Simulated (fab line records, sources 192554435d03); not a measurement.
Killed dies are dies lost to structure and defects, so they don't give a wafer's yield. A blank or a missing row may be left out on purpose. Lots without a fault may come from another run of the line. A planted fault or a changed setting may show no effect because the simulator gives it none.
Which tool did it? | flow n5_finfet | 11 lots, 33 wafers sampled, at 1 step of a route of 1938

WHAT THE GAUGES READ, wafer by wafer
N5_BEOL_M14_THK_MEAS_01. Usual: M14_ILD_THK 1115 nm, standard deviation 15.
lot  | measured     | on            | M14_ILD_THK (nm) | flag
L409 | day 11 02:59 | film_metro-01 | 1127 1134 1134   |
L410 | day 11 07:06 | film_metro-02 | 1104 1119 1124   |
L415 | day 12 21:17 | film_metro-02 | 1112 1110 1123   |
L414 | day 12 22:11 | film_metro-01 | 1093 1107 1115   |
L418 | day 13 06:52 | film_metro-02 | 1095 1105 1137   |
L419 | day 13 12:41 | film_metro-02 | 1118 1117 1110   |
L420 | day 14 10:47 | film_metro-02 | 1101 1093 1124   |
L422 | day 14 15:05 | film_metro-02 | 1124 1112 1145   |
L425 | day 15 08:48 | film_metro-01 | 1121 1090 1117   |
L427 | day 15 16:01 | film_metro-02 | 1124 1133 1146   |
L432 | day 17 04:44 | film_metro-02 | 1097 1123 1134   |

WHICH TOOL RAN EACH LOT (tool, then ch and the chambers of the sampled wafers, then the start)
The record holds no process step before these readings.

WHAT THE TOOLS THEMSELVES READ (means of the sampled wafers that have a number; where no wafer has one, the mark that the record gives instead)
The record holds no such reading with a usual standard deviation.

THE ANSWER, worked out from the rows above alone
Rule: a lot is off if the mean of its wafers that have a number lies more than 3 standard deviations from the usual mean. A lot without any number at a reading at which 4 lots or more have one is off too. The other lots that the step has rows for count as sound. The gauges are gone through in route order, then the tools' own readings, and for those a lot's mean is taken as printed above. The first step at which some lot is off is used, and at that step the reading that is off furthest; a lot without a number counts as furthest.
No lot is off at any reading shown: from this, nothing can be told.

WHAT THE SIMULATOR HAD PUT IN
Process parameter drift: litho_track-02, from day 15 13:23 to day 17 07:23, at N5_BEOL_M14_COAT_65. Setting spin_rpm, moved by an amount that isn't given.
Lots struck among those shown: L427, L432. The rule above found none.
